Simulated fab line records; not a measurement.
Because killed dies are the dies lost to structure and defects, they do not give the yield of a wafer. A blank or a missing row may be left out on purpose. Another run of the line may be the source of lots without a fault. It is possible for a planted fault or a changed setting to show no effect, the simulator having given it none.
Check for tools in common -- flow nand-harc -- 2 lots and 6 wafers in the sample

REASON IT WAS OPENED
On 2 of the 2 lots, a flag is raised at NHARC_END_SORT_01 on the reading killed-at-array. Fault-free wafers read 55, with a standard deviation of 12.
Rule: a lot is flagged when every wafer of it that has a number lies more than 4 standard deviations from that mean, or none has a number. All remaining lots are regarded as sound.

lot,measured,on,"killed-at-array, wafer by wafer",flag
L648,day 28 01:38,prober-01,674 670 672,FLAGGED
L649,day 28 06:38,prober-02,667 659 672,FLAGGED
Average over the flagged lots: 669; offset from the usual +614, equal to +51 standard deviations.

WHICH TOOL RAN EACH LOT
Before the reading, the record contains 3 process steps out of a 1302-step route. Read each cell as the tool, then ch plus the chambers that the sampled wafers visited, then the start.
lot,flag,NHARC_A_STAIRCASE_STRIP_475,NHARC_A_STAIRCASE_CMP_472,NHARC_A_SGD_CUT_STRIP_17
L648,FLAGGED,"rie-diel-11 ch 1,3, day 22 23:31 or earlier","cmp-02 ch 1,2,3, day 22 23:31","rie-diel-01 ch 0,2,3, day 23 01:35"
L649,FLAGGED,"rie-diel-02 ch 0,3, day 22 23:13 or earlier","cmp-03 ch 1,2,3, day 22 23:13","rie-diel-06 ch 0,1,3, day 23 01:17"
What the steps here do:
- NHARC_A_STAIRCASE_STRIP_475: strips in O2, time 20 s.
- NHARC_A_STAIRCASE_CMP_472: polishes SiO2.
- NHARC_A_SGD_CUT_STRIP_17: strips in O2.
- NHARC_END_SORT_01

FLAGGED AGAINST TOTAL, ONE TOOL AT A TIME (gauges that did the reading follow at the end)
step,tool,lots run,flagged,share of the flagged lots,sound lots run after its first flagged lot
NHARC_A_STAIRCASE_STRIP_475,rie-diel-02,1,1,some,0
NHARC_A_STAIRCASE_STRIP_475,rie-diel-11,1,1,some,0
NHARC_A_STAIRCASE_CMP_472,cmp-02,1,1,some,0
NHARC_A_STAIRCASE_CMP_472,cmp-03,1,1,some,0
NHARC_A_SGD_CUT_STRIP_17,rie-diel-01,1,1,some,0
NHARC_A_SGD_CUT_STRIP_17,rie-diel-06,1,1,some,0
NHARC_END_SORT_01,prober-01,1,1,some,0
NHARC_END_SORT_01,prober-02,1,1,some,0
Because NHARC_A_STAIRCASE_STRIP_475 lacks a start for some lots, the hours and order of its lots are taken from NHARC_A_STAIRCASE_CMP_472.

WHAT IS ALLOWED BY THE TABLE
No row of the table ran every flagged lot.

WHAT WAS PUT IN BY THE SIMULATOR
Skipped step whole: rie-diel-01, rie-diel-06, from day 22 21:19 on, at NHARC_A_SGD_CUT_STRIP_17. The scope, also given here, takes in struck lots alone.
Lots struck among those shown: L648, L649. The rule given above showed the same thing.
